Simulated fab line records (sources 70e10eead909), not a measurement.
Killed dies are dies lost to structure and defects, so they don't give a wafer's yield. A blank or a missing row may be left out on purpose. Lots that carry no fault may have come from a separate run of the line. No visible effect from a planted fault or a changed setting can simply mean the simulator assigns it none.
Chamber matching / flow nand-harc / 4 sister chambers for NHARC_A_M0_CMP_23 on cmp-03
The step polishes, t overpolish 20 s, target thk 113.75 nm. 4 wafers are shown with their chamber, then 8 later ones without.

## WAFERS WITH THEIR CHAMBER
wafer=L080.1; chamber=0; motor-current-A (A)=11.6
wafer=L084.6; chamber=1; motor-current-A (A)=11.1
wafer=L083.3; chamber=2; motor-current-A (A)=14.4
wafer=L090.3; chamber=3; motor-current-A (A)=12.5

## WAFERS WHOSE CHAMBER IS MISSING
wafer=L090.4; motor-current-A (A)=14.6
wafer=L090.6; motor-current-A (A)=11.7
wafer=L089.1; motor-current-A (A)=13.1
wafer=L089.3; motor-current-A (A)=11.5
wafer=L089.5; motor-current-A (A)=14.9
wafer=L094.1; motor-current-A (A)=12.5
wafer=L094.2; motor-current-A (A)=11.7
wafer=L094.3; motor-current-A (A)=14.3

## EACH ONE'S CHAMBER
wafer=L090.4; from the rows above=2; in truth=2
wafer=L090.6; from the rows above=can't be placed: 0 or 1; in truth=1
wafer=L089.1; from the rows above=3; in truth=3
wafer=L089.3; from the rows above=can't be placed: 0 or 1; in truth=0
wafer=L089.5; from the rows above=2; in truth=2
wafer=L094.1; from the rows above=3; in truth=3
wafer=L094.2; from the rows above=can't be placed: 0 or 1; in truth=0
wafer=L094.3; from the rows above=2; in truth=2
Placed correctly: 5 of 8. Can't be placed from these rows: 3 (the true chamber is among the candidates in 3). Placed wrongly: 0.
How it was worked out, from the rows above alone: a wafer's distance from a chamber is the root of the sum, over the readings, of the square of ((its reading less the chamber's mean) divided by the reading's scatter). If the next closest chamber is less than 2 further off than the closest, the wafer can't be placed; otherwise it belongs to the closest. A chamber's mean is the mean of its shown wafers. The scatter: root of mean squared gap, hidden wafer to nearest shown wafer, with one shown wafer a chamber.
